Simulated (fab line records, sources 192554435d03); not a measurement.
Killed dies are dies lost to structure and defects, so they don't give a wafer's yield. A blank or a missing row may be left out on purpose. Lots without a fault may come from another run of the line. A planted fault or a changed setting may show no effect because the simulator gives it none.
Chamber matching | flow n5_finfet | N5_MOL_CONTACT_COAG_CMP_28 on cmp-03: 4 sister chambers
The step polishes, stops on SiNx, t overpolish 0.85 s, target thk 14.522 nm. 8 wafers are shown with their chamber, then 10 later ones without.

WAFERS WITH THEIR CHAMBER
wafer  | chamber | motor_current_A (A) | time_to_endpoint_s (s)
L088.2 | 3       | 10.7                | 3.5
L088.3 | 1       | 13.5                | 6.9
L088.4 | 0       | 12.5                | 4.2
L089.1 | 3       | 9.7                 | 6.2
L089.4 | 2       | 12.4                | 5.3
L089.6 | 2       | 12.3                | 5.3
L090.3 | 0       | 11.9                | 3.5
L090.4 | 1       | 12.6                | 8.6

WAFERS WITHOUT THEIR CHAMBER
wafer  | motor_current_A (A) | time_to_endpoint_s (s)
L090.6 | 13.6                | 6.8
L092.3 | 12.7                | 7.3
L092.5 | 12.4                | 5.4
L092.6 | 13.7                | 8.1
L093.2 | 13.9                | 7.5
L093.3 | 12.6                | 4.7
L093.4 | 12.2                | 8.4
L095.2 | 12.2                | 0.0
L095.5 | 13.7                | 7.6
L095.6 | 13.1                | 3.7

WHICH CHAMBER EACH WENT THROUGH
wafer  | from the rows above          | in truth
L090.6 | can't be placed: 1 or 2      | 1
L092.3 | can't be placed: 1 or 2      | 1
L092.5 | can't be placed: 2 or 0      | 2
L092.6 | 1                            | 1
L093.2 | can't be placed: 1 or 2      | 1
L093.3 | can't be placed: 2 or 0      | 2
L093.4 | can't be placed: 1 or 2      | 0
L095.2 | can't be placed: 0 or 2      | 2
L095.5 | 1                            | 1
L095.6 | can't be placed: 0 or 2 or 1 | 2
Placed correctly: 2 of 10. Can't be placed from these rows: 8 (the true chamber is among the candidates in 7). Placed wrongly: 0.
How it was worked out, from the rows above alone: a wafer's distance from a chamber is the root of the sum, over the readings, of the square of ((its reading less the chamber's mean) divided by the reading's scatter). The wafer belongs to the nearest chamber; if the next one is less than 2 further off, it can't be placed. A chamber's mean is the mean of its shown wafers. The scatter: the root of (the sum of the squares of (reading less its chamber's mean) over the shown wafers, divided by (wafers less chambers)).
